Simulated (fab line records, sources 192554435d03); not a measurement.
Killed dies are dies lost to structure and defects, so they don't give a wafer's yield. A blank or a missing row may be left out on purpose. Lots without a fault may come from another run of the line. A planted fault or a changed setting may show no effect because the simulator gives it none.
Chamber matching | flow n5_finfet | N5_BEOL_M3_ALD_84 on ald_metal-03: 4 sister chambers
The step deposits TaN, pulse time 2 s, purge time 3 s, co reactant purge time 2 s. 4 wafers are shown with their chamber, then 11 later ones without.

WAFERS WITH THEIR CHAMBER
wafer  | chamber | heater_power_w (W)
L084.5 | 2       | 424
L084.6 | 1       | 484
L086.6 | 0       | 380
L089.1 | 3       | 469

WAFERS WITHOUT THEIR CHAMBER
wafer  | heater_power_w (W)
L089.5 | 465
L089.6 | 412
L092.1 | 465
L092.2 | 409
L092.6 | 414
L094.1 | 470
L094.4 | 483
L094.5 | 407
L097.1 | 469
L097.3 | 413
L097.6 | 472

WHICH CHAMBER EACH WENT THROUGH
wafer  | from the rows above     | in truth
L089.5 | can't be placed: 3 or 1 | 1
L089.6 | 2                       | 2
L092.1 | can't be placed: 3 or 1 | 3
L092.2 | can't be placed: 2 or 0 | 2
L092.6 | 2                       | 2
L094.1 | can't be placed: 3 or 1 | 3
L094.4 | can't be placed: 1 or 3 | 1
L094.5 | can't be placed: 2 or 0 | 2
L097.1 | can't be placed: 3 or 1 | 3
L097.3 | 2                       | 2
L097.6 | can't be placed: 3 or 1 | 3
Placed correctly: 3 of 11. Can't be placed from these rows: 8 (the true chamber is among the candidates in 8). Placed wrongly: 0.
How it was worked out, from the rows above alone: a wafer's distance from a chamber is the root of the sum, over the readings, of the square of ((its reading less the chamber's mean) divided by the reading's scatter). The wafer belongs to the nearest chamber; if the next one is less than 2 further off, it can't be placed. A chamber's mean is the mean of its shown wafers. The scatter: with one shown wafer a chamber, the root of the mean of the squares of how far each hidden wafer lies from its nearest shown one.
